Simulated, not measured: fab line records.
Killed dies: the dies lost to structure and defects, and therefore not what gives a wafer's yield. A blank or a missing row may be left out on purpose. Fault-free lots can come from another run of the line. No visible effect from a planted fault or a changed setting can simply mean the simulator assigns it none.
Matching of chambers + flow nandHarc + 4 sister chambers for NHARC_P_CONTACT_CMP_01 on cmp-03
The step polishes SiO2, target thk 200 nm. 14 wafers are shown with their chamber, then 7 later ones without.

## EACH WAFER AND ITS CHAMBER
| wafer  | chamber | motorCurrentA (A) | edgeZonePressureFrac |
|--------|---------|-------------------|----------------------|
| L076.2 | 2       | 12.9              | 1.006                |
| L076.4 | 3       | 11.8              | 1.005                |
| L076.5 | 2       | 12.6              | 0.999                |
| L080.3 | 1       | 10.3              | 1.006                |
| L080.5 | 0       | 12.7              | 0.997                |
| L080.6 | 3       | 11.1              | 1.005                |
| L081.4 | 0       | 12.4              | 0.995                |
| L081.5 | 0       | 12.2              | 0.991                |
| L081.6 | 3       | 11.3              | 1.011                |
| L085.3 | 0       | 12.9              | 1.000                |
| L085.4 | 2       | 12.7              | 1.009                |
| L085.6 | 1       | 10.8              | 0.996                |
| L086.1 | 2       | 12.8              | 1.002                |
| L086.2 | 1       | 10.9              | 1.002                |

SIGNATURES, as means of the wafers listed above
| reading              | chamber 0 | chamber 1 | chamber 2 | chamber 3 | scatter within a chamber |
|----------------------|-----------|-----------|-----------|-----------|--------------------------|
| motorCurrentA        | 12.550    | 10.667    | 12.750    | 11.400    | 0.284                    |
| edgeZonePressureFrac | 0.99575   | 1.00133   | 1.00400   | 1.00700   | 0.00419                  |
Rule: a wafer's distance from a chamber is the root of the sum, over the readings, of the square of ((its reading less the chamber's mean) divided by the reading's scatter). The wafer belongs to the nearest chamber; if the next one is less than 2 further off, it can't be placed. The scatter: the root of (the sum of the squares of (reading less its chamber's mean) over the shown wafers, divided by (wafers less chambers)).

## WAFERS WITH NO CHAMBER GIVEN
| wafer  | motorCurrentA (A) | edgeZonePressureFrac |
|--------|-------------------|----------------------|
| L086.6 | 11.8              | 1.004                |
| L087.2 | 11.3              | 0.994                |
| L087.3 | 11.2              | 1.004                |
| L087.6 | 13.0              | 1.005                |
| L092.2 | 13.0              | 1.000                |
| L092.3 | 10.9              | 0.995                |
| L092.5 | 12.3              | 1.004                |

## WHICH CHAMBER EACH ONE RAN IN
| wafer  | from the rows above          | in truth |
|--------|------------------------------|----------|
| L086.6 | can't be placed: 3 or 0 or 2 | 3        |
| L087.2 | can't be placed: 1 or 3 or 0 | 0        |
| L087.3 | can't be placed: 3 or 1      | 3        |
| L087.6 | can't be placed: 2 or 0      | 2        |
| L092.2 | can't be placed: 2 or 0      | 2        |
| L092.3 | can't be placed: 1 or 3      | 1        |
| L092.5 | can't be placed: 2 or 0 or 3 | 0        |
Correct placement for 0 of the 7. From these rows, 7 cannot be placed; in 7 the true chamber is one of the candidates. Wrongly placed: 0.
